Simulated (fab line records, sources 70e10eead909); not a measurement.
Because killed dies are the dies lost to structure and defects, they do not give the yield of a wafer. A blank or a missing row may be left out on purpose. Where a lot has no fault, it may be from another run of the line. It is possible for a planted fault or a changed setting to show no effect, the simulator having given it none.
fab line records ; flow nand_harc
record: lots: 5; wafers: 15; last_day: 33
route steps=1302 shown A_CHANNEL_FILL_D1@501 A_DECK1_JOINT@518
lots that met no fault: taken from a fault-free run of the same line
start_h: start of the lot's first displayed wafer, in hours after the record's first day ; wait_h: hours since the lot's step before ; " the same as in the row above ; L1.1+2: a single row standing in for several wafers ; - value missing, or start not given ; * or withheld: withheld ; < > ~ a bound
route shown NAME@n: names a module that has steps shown in the file, with the first one's number in the route ; usual: mean/standard deviation of fault-free wafers ; same: alike in all rows ; chamber/n: place in a boat ; sites: each site's reading ; _std_site: the values' standard deviation ; _edge_site: mean of outer sites minus mean of inner sites ; radius_mm: how far each site lies from the wafer's centre ; mask NAME#n: copy n ; behind: tool/chamber where the wafer was last shaped ; hold: cause of the lot's hold/its duration in hours/its outcome ; device: which transistor (n, p or np) failed to switch ; end of line: the tests these same wafers got at the end of their route ; step lacking rows: just its recipe ; killed: dies that structure and defects cost at the first sort, which is not the same as the wafer's yield ; map: a wafer's dies, marking killed ones x, the rest . and places with no die _
set.NAME: the setting that was run; set.NAME@STEP: the one run at that earlier step ; model.NAME: the simulator's own value behind a step, which no gauge read
certain route steps with their lots: each step a table, each wafer a row
services: a tool's chamber out of use, with start hour (start_h, from the record's first day; less than 0 if before it), hours out, and reason
== steps ==
step: NHARC_A_CHANNEL_FILL_D1_STRIP_28
recipe: time_s: 20; o2_flow_sccm: 500; ar_flow_sccm: 0; bias_w: 0; chemistry: O2
usual: drypump_motor_current_A: 5.6/0.38; oes_product_au: 1.004/0.0098; rf_vpp_V: 57.9/0.85; showerhead_plenum_p_Torr: 3.55/0.11; throttle_valve_pct: 17.037/0.009
lot.wafer;tool;chamber;start_h;wait_h;drypump_motor_current_A;oes_product_au;rf_hours_counter_h;rf_vpp_V;showerhead_plenum_p_Torr;throttle_valve_pct
L077.2;rie_diel-04;3;245.25;0.1;6.1;1.009;3.4;58.9;3.48;17.036
L077.1;rie_diel-04;1;245.25;0.1;6.2;1.010;2.8;57.3;3.70;17.045
L077.5;rie_diel-04;3;245.25;0.1;6.1;1.000;-;58.6;3.48;17.030
L082.2;rie_diel-01;0;301.34;0.1;6.0;1.015;5.3;57.3;3.53;17.044
L082.4;rie_diel-01;1;301.34;0.1;5.4;1.013;5.6;57.0;3.42;17.033
L082.1;rie_diel-01;2;301.34;0.1;5.3;0.996;5.6;58.5;3.54;17.033
L090.2;rie_diel-01;1;370.63;0.1;5.4;1.009;10.1;57.7;3.42;17.044
L090.1;rie_diel-01;3;370.63;0.1;5.7;0.991;9.2;58.5;3.44;17.055
L090.5;rie_diel-01;0;370.63;0.1;5.9;1.010;-;55.9;3.53;17.028
L093.1;rie_diel-01;3;413.69;0.1;5.7;1.004;1.0;57.7;3.44;17.053
L093.2;rie_diel-01;0;413.69;0.1;6.0;1.004;1.7;56.8;3.53;17.036
L093.6;rie_diel-01;1;413.69;0.1;5.3;1.003;-;58.8;3.42;17.026
L097.2;rie_diel-05;2;442.87;0.1;5.5;0.991;1.3;57.2;3.64;17.044
L097.1;rie_diel-05;3;442.87;0.1;5.4;0.996;1.2;56.5;3.44;17.044
L097.6;rie_diel-05;2;442.87;0.1;5.5;0.990;-;57.4;3.64;17.024
step: NHARC_A_CHANNEL_FILL_D1_PRECLEAN_21
recipe: time_s: 30; chemistry: dHF
lot.wafer;tool;chamber;start_h;wait_h
L077.1+2+5;wet_bench-05;3,5,7;245.34;-
L082.4+2+1;wet_bench-03;7,2,4;301.44;-
L090.1+2+5;wet_bench-03;6,7,3;370.72;-
L093.6+2+1;wet_bench-05;7,1,3;413.78;-
L097.2+1+6;wet_bench-04;0,1,2;442.98;-
step: NHARC_A_CHANNEL_FILL_D1_SRD_23
lot.wafer;tool;chamber;start_h;wait_h
L077.1+2+5;wet_bench-05;3,5,7;245.37;0.0
L082.4+2+1;wet_bench-03;7,2,4;301.46;0.0
L090.1+2+5;wet_bench-03;6,7,3;370.75;0.0
L093.6+2+1;wet_bench-05;7,1,3;413.81;0.0
L097.2+1+6;wet_bench-04;0,1,2;443.00;0.0
step: NHARC_A_CHANNEL_FILL_D1_CVD_05
recipe: target_thk_a: 50; temp_c: 550; material: poly-Si
usual: spike_tc_bottom_C: 570/3.6
lot.wafer;tool;chamber;start_h;wait_h;spike_tc_bottom_C
L077.1;lpcvd_poly-03;0;248.09;2.7;564
L077.2;lpcvd_poly-03;0;248.09;2.7;566
L077.5;lpcvd_poly-03;0;248.09;2.7;565
L082.1;lpcvd_poly-02;0;306.39;4.9;573
L082.2;lpcvd_poly-02;0;306.39;4.9;571
L082.4;lpcvd_poly-02;0;306.39;4.9;572
L090.1;lpcvd_poly-04;0;373.02;2.3;574
L090.2;lpcvd_poly-04;0;373.02;2.3;573
L090.5;lpcvd_poly-04;0;373.02;2.3;573
L093.1;lpcvd_poly-04;0;416.54;2.7;572
L093.2;lpcvd_poly-04;0;416.54;2.7;573
L093.6;lpcvd_poly-04;0;416.54;2.7;574
L097.1;lpcvd_poly-02;0;445.39;2.4;571
L097.2;lpcvd_poly-02;0;445.39;2.4;569
L097.6;lpcvd_poly-02;0;445.39;2.4;571
step: NHARC_A_CHANNEL_FILL_D1_ANNEAL_22
recipe: temp_c: 620; time_s: 7200
usual: spike_tc_bottom_C: 641.4/2.3
lot.wafer;tool;chamber;start_h;wait_h;spike_tc_bottom_C
L077.1;furnace-04;0;253.36;3.4;640.2
L077.2;furnace-04;0;253.36;3.4;640.4
L077.5;furnace-04;0;253.36;3.4;641.1
L082.1;furnace-08;0;312.44;4.2;642.5
L082.2;furnace-08;0;312.44;4.2;642.9
L082.4;furnace-08;0;312.44;4.2;641.5
L090.1;furnace-08;0;378.35;3.5;643.9
L090.2;furnace-08;0;378.35;3.5;645.2
L090.5;furnace-08;0;378.35;3.5;645.3
L093.1;furnace-08;0;421.86;3.5;643.8
L093.2;furnace-08;0;421.86;3.5;642.3
L093.6;furnace-08;0;421.86;3.5;643.8
L097.1;furnace-04;0;450.57;3.3;638.4
L097.2;furnace-04;0;450.57;3.3;639.6
L097.6;furnace-04;0;450.57;3.3;638.1
step: NHARC_A_CHANNEL_FILL_D1_ALD_25
recipe: target_thk_a: 600; pulse_time_s: 10; ald_cycles: 600; temp_c: 300; material: SiOx
usual: heater_power_w: 479/41; precursor_pulse_height_rel: 1.001/0.019
lot.wafer;tool;chamber;start_h;wait_h;heater_power_w;precursor_pulse_height_rel
L077.1;ald_hk-04;1;257.42;0.1;451;1.046
L077.2;ald_hk-04;3;258.66;1.3;567;1.010
L077.5;ald_hk-04;2;260.51;3.1;529;0.993
L082.4;ald_hk-01;0;317.18;0.7;509;0.994
L082.1;ald_hk-01;1;317.18;0.7;492;1.046
L082.2;ald_hk-01;2;317.18;0.7;496;0.987
L090.2;ald_hk-02;0;382.39;0.1;525;1.030
L090.1;ald_hk-02;2;383.63;1.3;421;1.015
L090.5;ald_hk-02;1;385.48;3.1;420;1.011
L093.2;ald_hk-02;0;426.57;0.7;518;0.980
L093.1;ald_hk-02;2;427.80;1.9;428;1.015
L093.6;ald_hk-02;0;429.02;3.1;527;1.024
L097.2;ald_hk-04;2;454.64;0.1;526;0.997
L097.1;ald_hk-04;0;455.86;1.3;482;1.007
L097.6;ald_hk-04;2;457.09;2.5;535;0.998
step: NHARC_A_CHANNEL_FILL_D1_ETCHBACK_08
recipe: target_depth_a: 2200; time_s: 110; c4f8_flow_sccm: 20; ar_flow_sccm: withheld; rf_w: 600; bias_w: 300; chemistry: C4F8
usual: oes_product_au: 0.95/0.035; rf_fwd_power_W: 595.8/2.1; rf_vpp_V: 441.5/2.1
lot.wafer;tool;chamber;start_h;wait_h;oes_product_au;rf_fwd_power_W;rf_hours_counter_h;rf_vpp_V
L077.1;rie_diel-04;3;-;-;0.92;595.2;4.3;438.3
L077.2;rie_diel-04;0;-;-;0.91;592.0;3.7;443.2
L077.5;rie_diel-04;2;-;-;0.92;601.1;-;444.6
L082.1;rie_diel-05;3;-;-;1.00;598.6;3.3;439.1
L082.2;rie_diel-05;0;-;-;1.01;595.4;4.0;440.1
L082.4;rie_diel-05;2;-;-;0.99;591.7;5.1;442.5
L090.1;rie_diel-05;0;-;-;0.93;594.0;7.4;441.2
L090.2;rie_diel-05;1;-;-;0.93;597.8;7.4;443.0
L090.5;rie_diel-05;3;-;-;0.92;594.9;-;439.1
L093.1;rie_diel-01;0;-;-;0.93;594.6;2.9;441.8
L093.2;rie_diel-01;2;-;-;0.93;597.9;1.8;442.2
L093.6;rie_diel-01;3;-;-;0.92;593.4;-;438.6
L097.1;rie_diel-04;1;-;-;1.00;598.0;6.1;443.0
L097.2;rie_diel-04;3;-;-;1.01;599.5;4.9;439.6
L097.6;rie_diel-04;0;-;-;1.00;596.3;-;444.3
step: NHARC_A_CHANNEL_FILL_D1_STRIP_29
recipe: time_s: 20; o2_flow_sccm: 500; ar_flow_sccm: 0; bias_w: 0; chemistry: O2
usual: drypump_motor_current_A: 5.6/0.41; oes_product_au: 1.003/0.0092; rf_vpp_V: 57.9/0.9; showerhead_plenum_p_Torr: 3.57/0.11; throttle_valve_pct: 17.037/0.0091
lot.wafer;tool;chamber;start_h;wait_h;drypump_motor_current_A;oes_product_au;rf_hours_counter_h;rf_vpp_V;showerhead_plenum_p_Torr;throttle_valve_pct
L077.1;rie_diel-04;2;-;-;5.4;0.994;3.9;60.1;3.73;17.019
L077.2;rie_diel-04;3;-;-;6.1;1.004;4.3;57.6;3.48;17.030
L077.5;rie_diel-04;2;-;-;5.4;0.989;-;58.2;3.73;17.023
L082.2;rie_diel-05;2;-;-;5.5;0.997;5.1;58.5;3.65;17.026
L082.1;rie_diel-05;0;-;-;5.5;1.007;4.0;59.3;3.47;17.051
L082.4;rie_diel-05;1;-;-;6.3;1.005;4.8;57.5;3.59;17.045
L090.2;rie_diel-05;1;-;-;6.3;1.010;7.5;56.9;3.59;17.043
L090.1;rie_diel-05;2;-;-;5.5;1.002;8.1;57.7;3.64;17.038
L090.5;rie_diel-05;2;-;-;5.5;1.006;-;58.6;3.64;17.042
L093.2;rie_diel-01;0;-;-;6.0;1.005;3.0;59.4;3.53;17.028
L093.1;rie_diel-01;2;-;-;5.3;1.021;1.9;56.6;3.53;17.028
L093.6;rie_diel-01;3;-;-;5.6;1.006;-;57.7;3.44;17.047
L097.2;rie_diel-04;1;-;-;6.2;1.004;6.2;57.2;3.69;17.029
L097.1;rie_diel-04;2;-;-;5.4;1.018;6.5;58.4;3.72;17.055
L097.6;rie_diel-04;1;-;-;6.2;1.006;-;57.6;3.69;17.035
step: NHARC_A_CHANNEL_FILL_D1_PRECLEAN_30
recipe: time_s: 30; chemistry: dHF
lot.wafer;tool;chamber;start_h;wait_h
L077.1+2+5;wet_bench-03;0,1,4;263.23;-
L082.1+4+2;wet_bench-04;0,1,3;322.47;-
L090.1+2+5;wet_bench-04;3,6,7;388.21;-
L093.1+6+2;wet_bench-05;3,5,6;431.75;-
L097.2+6+1;wet_bench-03;7,1,4;460.42;-
step: NHARC_A_CHANNEL_FILL_D1_SRD_31
lot.wafer;tool;chamber;start_h;wait_h
L077.1+2+5;wet_bench-03;0,1,4;263.26;0.0
L082.1+4+2;wet_bench-04;0,1,3;322.49;0.0
L090.1+2+5;wet_bench-04;3,6,7;388.24;0.0
L093.1+6+2;wet_bench-05;3,5,6;431.77;0.0
L097.2+6+1;wet_bench-03;7,1,4;460.45;0.0
step: NHARC_A_CHANNEL_FILL_D1_CVD_09
recipe: target_thk_a: 1500; temp_c: 620; pressure_mtorr: 200; time_s: 3000; material: poly-Si
usual: pressure_mtorr: 200.1/0.36; spike_tc_bottom_C: 640/3.5
lot.wafer;tool;chamber;start_h;wait_h;pressure_mtorr;spike_tc_bottom_C
L077.1;lpcvd_poly-02;0;265.71;2.4;199.6;641
L077.2;lpcvd_poly-02;0;265.71;2.4;200.1;641
L077.5;lpcvd_poly-02;0;265.71;2.4;200.0;642
L082.1;lpcvd_poly-04;0;324.69;2.2;200.0;642
L082.2;lpcvd_poly-04;0;324.69;2.2;199.7;644
L082.4;lpcvd_poly-04;0;324.69;2.2;199.5;642
L090.1;lpcvd_poly-02;0;390.88;2.6;200.7;640
L090.2;lpcvd_poly-02;0;390.88;2.6;200.5;642
L090.5;lpcvd_poly-02;0;390.88;2.6;200.0;642
L093.1;lpcvd_poly-04;0;434.04;2.3;200.0;643
L093.2;lpcvd_poly-04;0;434.04;2.3;200.5;643
L093.6;lpcvd_poly-04;0;434.04;2.3;199.6;644
L097.1;lpcvd_poly-03;0;462.78;2.3;200.1;633
L097.2;lpcvd_poly-03;0;462.78;2.3;200.4;636
L097.6;lpcvd_poly-03;0;462.78;2.3;200.3;634
step: NHARC_A_CHANNEL_FILL_D1_CMP_10
recipe: target_thk_nm: 150
usual: motor_current_A: 11.9/0.77; slurry_flow_ml_min: 150.0/0.47; time_to_endpoint_s: 14.7/2.5
lot.wafer;tool;chamber;start_h;wait_h;motor_current_A;slurry_flow_ml_min;time_to_endpoint_s
L077.2;cmp-04;1;268.96;0.4;12.7;150.3;16.9
L077.1;cmp-04;2;268.96;0.4;10.7;149.6;11.4
L077.5;cmp-04;0;268.96;0.4;11.5;149.1;17.6
L082.4;cmp-03;2;327.88;0.4;12.3;148.8;15.1
L082.1;cmp-03;3;327.88;0.4;12.0;150.4;14.6
L082.2;cmp-03;0;327.88;0.4;11.1;149.9;15.6
L090.1;cmp-03;3;394.08;0.4;11.6;149.9;13.9
L090.2;cmp-03;1;394.08;0.4;12.9;150.4;15.9
L090.5;cmp-03;0;394.08;0.4;11.6;149.4;15.9
L093.2;cmp-03;1;437.24;0.4;12.8;150.2;12.8
L093.1;cmp-03;2;437.24;0.4;12.1;150.2;12.7
L093.6;cmp-03;1;437.24;0.4;12.9;149.5;13.7
L097.1;cmp-01;2;465.96;0.4;12.5;150.9;11.9
L097.2;cmp-01;1;465.96;0.4;11.8;149.7;16.6
L097.6;cmp-01;3;465.96;0.4;13.2;149.5;12.2
step: NHARC_A_CHANNEL_FILL_D1_SRD_12
lot.wafer;tool;chamber;start_h;wait_h
L077.2+1+5;wet_bench-03;1,4,5;269.20;0.0
L082.1+4+2;wet_bench-03;6,7,2;328.18;0.0
L090.5+1+2;wet_bench-05;4,5,0;394.37;0.0
L093.6+2+1;wet_bench-03;3,4,5;437.52;0.0
L097.1+2+6;wet_bench-05;2,3,5;466.26;0.0
step: NHARC_A_CHANNEL_FILL_D1_INSPECT_13
usual: raw_defect_count: 337/130
lot.wafer;tool;chamber;start_h;wait_h;raw_defect_count
L077.1;defect_inspect-02;-;269.32;0.0;252
L077.2;defect_inspect-02;-;269.32;0.0;133
L077.5;defect_inspect-02;-;269.32;0.0;330
L082.1;defect_inspect-02;-;328.29;0.0;213
L082.2;defect_inspect-02;-;328.29;0.0;305
L082.4;defect_inspect-02;-;328.29;0.0;189
L090.1;defect_inspect-02;-;394.49;0.0;350
L090.2;defect_inspect-02;-;394.49;0.0;680
L090.5;defect_inspect-02;-;394.49;0.0;292
L093.1;defect_inspect-01;-;437.63;0.0;174
L093.2;defect_inspect-01;-;437.63;0.0;347
L093.6;defect_inspect-01;-;437.63;0.0;228
L097.1;defect_inspect-02;-;466.38;0.0;272
L097.2;defect_inspect-02;-;466.38;0.0;357
L097.6;defect_inspect-02;-;466.38;0.0;242
step: NHARC_A_DECK1_JOINT_ETCHBACK_07
recipe: target_depth_a: 1050; time_s: 26.9; hbr_flow_sccm: 150; rf_w: 350; icp_w: 350; bias_w: 60; chemistry: HBr
usual: drypump_motor_current_A: 5.9/0.54; oes_product_au: 1.005/0.0093; rf_fwd_power_W: 344.5/1.4; throttle_valve_pct: 23.266/0.0086
lot.wafer;tool;chamber;start_h;wait_h;drypump_motor_current_A;oes_product_au;rf_fwd_power_W;rf_hours_counter_h;throttle_valve_pct
L077.1;rie_si-06;0;269.39;0.1;6.7;1.016;345.4;0.1;23.251
L077.2;rie_si-06;2;269.39;0.1;5.9;1.018;344.6;0.0;23.270
L077.5;rie_si-06;3;269.39;0.1;6.2;1.006;343.8;-;23.271
L082.4;rie_si-05;3;328.35;0.1;5.1;0.992;345.0;0.1;23.257
L082.1;rie_si-05;1;328.35;0.1;6.3;1.001;345.6;0.1;23.270
L082.2;rie_si-05;2;328.35;0.1;6.1;1.005;345.1;0.0;23.261
L090.1;rie_si-06;1;394.57;0.1;5.3;1.009;344.8;0.8;23.287
L090.2;rie_si-06;2;394.57;0.1;5.9;1.015;345.0;0.8;23.263
L090.5;rie_si-06;3;394.57;0.1;6.2;1.003;345.1;-;23.269
L093.1;rie_si-06;3;437.72;0.1;6.2;0.997;343.7;0;23.261
L093.2;rie_si-06;0;437.72;0.1;6.7;0.991;344.4;0;23.277
L093.6;rie_si-06;1;437.72;0.1;5.3;1.000;344.0;-;23.265
L097.1;rie_si-05;1;466.45;0.1;6.3;1.011;346.2;1.0;23.279
L097.2;rie_si-05;2;466.45;0.1;6.1;1.018;345.2;1.0;23.259
L097.6;rie_si-05;1;466.45;0.1;6.3;1.015;346.3;-;23.267
step: NHARC_A_DECK1_JOINT_ETCH_25
recipe: target_depth_a: 5; chemistry: dHF; material: SiO2
lot.wafer;tool;chamber;start_h;wait_h
L077.5+1+2;wet_bench-02;4,5,6;269.52;0.1
L082.4+1+2;wet_bench-02;4,7,0;328.51;0.1
L090.5+1+2;wet_bench-09;6,1,2;394.73;0.1
L093.6+1+2;wet_bench-02;2,3,6;437.84;0.1
L097.1+2+6;wet_bench-01;1,2,3;466.64;0.2
step: NHARC_A_DECK1_JOINT_ETCH_19
recipe: temp_c: 25; target_depth_a: 30; chemistry: TMAH; material: poly-Si
usual: bath_heat_duty_pct: 6.1/0.63
lot.wafer;tool;chamber;start_h;wait_h;bath_heat_duty_pct
L077.5;wet_bench-02;4;269.56;0.0;6.0
L077.1;wet_bench-02;5;269.56;0.0;5.4
L077.2;wet_bench-02;6;269.56;0.0;6.1
L082.4;wet_bench-02;4;328.54;0.0;5.9
L082.1;wet_bench-02;7;328.54;0.0;5.5
L082.2;wet_bench-02;0;328.54;0.0;6.9
L090.5;wet_bench-09;6;394.76;0.0;7.0
L090.1;wet_bench-09;1;394.76;0.0;6.2
L090.2;wet_bench-09;2;394.76;0.0;5.3
L093.6;wet_bench-02;2;437.88;0.0;6.8
L093.1;wet_bench-02;3;437.88;0.0;6.6
L093.2;wet_bench-02;6;437.88;0.0;5.9
L097.1;wet_bench-01;1;466.68;0.0;6.0
L097.2;wet_bench-01;2;466.68;0.0;7.2
L097.6;wet_bench-01;3;466.68;0.0;7.0
step: NHARC_A_DECK1_JOINT_ETCH_18
recipe: target_depth_a: 30; chemistry: dHF; material: SiO2
lot.wafer;tool;chamber;start_h;wait_h
L077.5+1+2;wet_bench-02;4,5,6;-;-
L082.4+1+2;wet_bench-02;4,7,0;-;-
L090.5+1+2;wet_bench-09;6,1,2;-;-
L093.6+1+2;wet_bench-02;2,3,6;-;-
L097.1+2+6;wet_bench-01;1,2,3;-;-
step: NHARC_A_DECK1_JOINT_WET_08
recipe: temp_c: 160; time_s: 86; chemistry: H3PO4
usual: bath_heat_duty_pct: 26.7/1.9
lot.wafer;tool;chamber;start_h;wait_h;bath_heat_duty_pct
L077.1;wet_h3po4-02;0;271.36;-;28.1
L077.2;wet_h3po4-02;0;271.36;-;27.5
L077.5;wet_h3po4-02;0;271.36;-;30.0
L082.1;wet_h3po4-01;0;330.34;-;22.5
L082.2;wet_h3po4-01;0;330.34;-;25.9
L082.4;wet_h3po4-01;0;330.34;-;24.4
L090.1;wet_h3po4-02;0;396.56;-;27.2
L090.2;wet_h3po4-02;0;396.56;-;29.2
L090.5;wet_h3po4-02;0;396.56;-;28.6
L093.1;wet_h3po4-01;1;439.68;-;27.4
L093.2;wet_h3po4-01;1;439.68;-;27.5
L093.6;wet_h3po4-01;1;439.68;-;27.6
L097.1;wet_h3po4-01;1;468.42;-;27.3
L097.2;wet_h3po4-01;1;468.42;-;27.1
L097.6;wet_h3po4-01;1;468.42;-;25.1
step: NHARC_A_DECK1_JOINT_ETCH_09
recipe: target_depth_a: 50; chemistry: dHF; material: SiO2
lot.wafer;tool;chamber;start_h;wait_h
L077.2+1+5;wet_bench-09;7,0,3;271.92;0.0
L082.4+2+1;wet_bench-09;4,6,7;330.89;0.0
L090.2+1+5;wet_bench-02;2,6,7;397.11;0.0
L093.2+1+6;wet_bench-01;2,3,5;440.24;0.0
L097.6+2+1;wet_bench-01;6,0,2;468.97;0.0
step: NHARC_A_DECK1_JOINT_WET_10
recipe: temp_c: 160; time_s: 86; chemistry: H3PO4
usual: bath_heat_duty_pct: 25.9/1.7
lot.wafer;tool;chamber;start_h;wait_h;bath_heat_duty_pct
L077.1;wet_h3po4-01;0;273.61;1.7;23.2
L077.2;wet_h3po4-01;0;273.61;1.7;26.2
L077.5;wet_h3po4-01;0;273.61;1.7;25.6
L082.1;wet_h3po4-01;0;332.58;1.7;25.0
L082.2;wet_h3po4-01;0;332.58;1.7;26.9
L082.4;wet_h3po4-01;0;332.58;1.7;24.4
L090.1;wet_h3po4-02;1;398.80;1.7;26.8
L090.2;wet_h3po4-02;1;398.80;1.7;25.2
L090.5;wet_h3po4-02;1;398.80;1.7;24.1
L093.1;wet_h3po4-02;0;441.93;1.7;30.0
L093.2;wet_h3po4-02;0;441.93;1.7;28.5
L093.6;wet_h3po4-02;0;441.93;1.7;27.4
L097.1;wet_h3po4-01;1;470.66;1.7;27.9
L097.2;wet_h3po4-01;1;470.66;1.7;25.2
L097.6;wet_h3po4-01;1;470.66;1.7;27.2
step: NHARC_A_DECK1_JOINT_ETCH_11
recipe: target_depth_a: 350; chemistry: dHF; material: SiO2
lot.wafer;tool;chamber;start_h;wait_h
L077.5+2+1;wet_bench-02;2,3,4;274.20;0.1
L082.1+2+4;wet_bench-02;1,2,4;333.11;0.0
L090.2+1+5;wet_bench-02;1,2,3;399.37;0.0
L093.2+1+6;wet_bench-09;7,0,2;442.47;0.0
L097.2+1+6;wet_bench-01;0,2,5;471.21;0.0
step: NHARC_A_DECK1_JOINT_CVD_12
recipe: target_thk_a: 900; temp_c: 620; pressure_mtorr: 200; time_s: 1800; material: poly-Si
usual: pressure_mtorr: 200.0/0.36; spike_tc_bottom_C: 641.8/1.6
lot.wafer;tool;chamber;start_h;wait_h;pressure_mtorr;spike_tc_bottom_C
L077.1;lpcvd_poly-02;0;276.83;2.6;199.3;640.6
L077.2;lpcvd_poly-02;0;276.83;2.6;200.0;640.8
L077.5;lpcvd_poly-02;0;276.83;2.6;199.6;640.7
L082.1;lpcvd_poly-01;0;335.78;2.6;200.3;643.0
L082.2;lpcvd_poly-01;0;335.78;2.6;200.7;643.6
L082.4;lpcvd_poly-01;0;335.78;2.6;200.2;644.9
L090.1;lpcvd_poly-04;0;401.84;2.4;200.1;642.2
L090.2;lpcvd_poly-04;0;401.84;2.4;199.8;640.8
L090.5;lpcvd_poly-04;0;401.84;2.4;199.7;642.0
L093.1;lpcvd_poly-01;0;445.13;2.6;199.9;641.9
L093.2;lpcvd_poly-01;0;445.13;2.6;200.0;642.6
L093.6;lpcvd_poly-01;0;445.13;2.6;200.1;639.9
L097.1;lpcvd_poly-04;0;473.71;2.4;199.3;641.8
L097.2;lpcvd_poly-04;0;473.71;2.4;200.2;643.2
L097.6;lpcvd_poly-04;0;473.71;2.4;199.8;644.0
== services ==
tool;chamber;start_h;hours;kind
rie_diel-01;0;225.05;2.0;repair
wet_bench-04;-;227.20;8.0;pm
rie_diel-05;-;229.60;9.0;pm
wet_bench-02;-;244.00;8.0;pm
wet_bench-04;-;253.29;59.1;repair
rie_diel-05;3;260.30;22.7;repair
wet_bench-05;-;260.80;8.0;pm
wet_bench-01;-;277.68;8.0;pm
rie_diel-01;2;316.13;4.5;repair
rie_diel-04;-;318.96;0.4;repair
rie_diel-04;1;330.79;8.6;repair
wet_bench-02;-;330.87;1.2;repair
wet_h3po4-01;-;336.00;8.0;pm
rie_diel-01;2;347.46;2.2;repair
wet_bench-09;-;352.80;8.0;pm
wet_h3po4-01;-;353.38;2.4;repair
rie_diel-04;-;354.90;9.0;pm
rie_diel-01;-;380.80;9.0;pm
wet_bench-03;-;386.40;8.0;pm
rie_diel-01;-;390.01;0.1;repair
wet_bench-04;-;403.20;8.0;pm
wet_bench-02;-;420.00;8.0;pm
wet_bench-05;-;436.80;8.0;pm
wet_bench-01;-;453.68;8.0;pm
== key ==
fault none
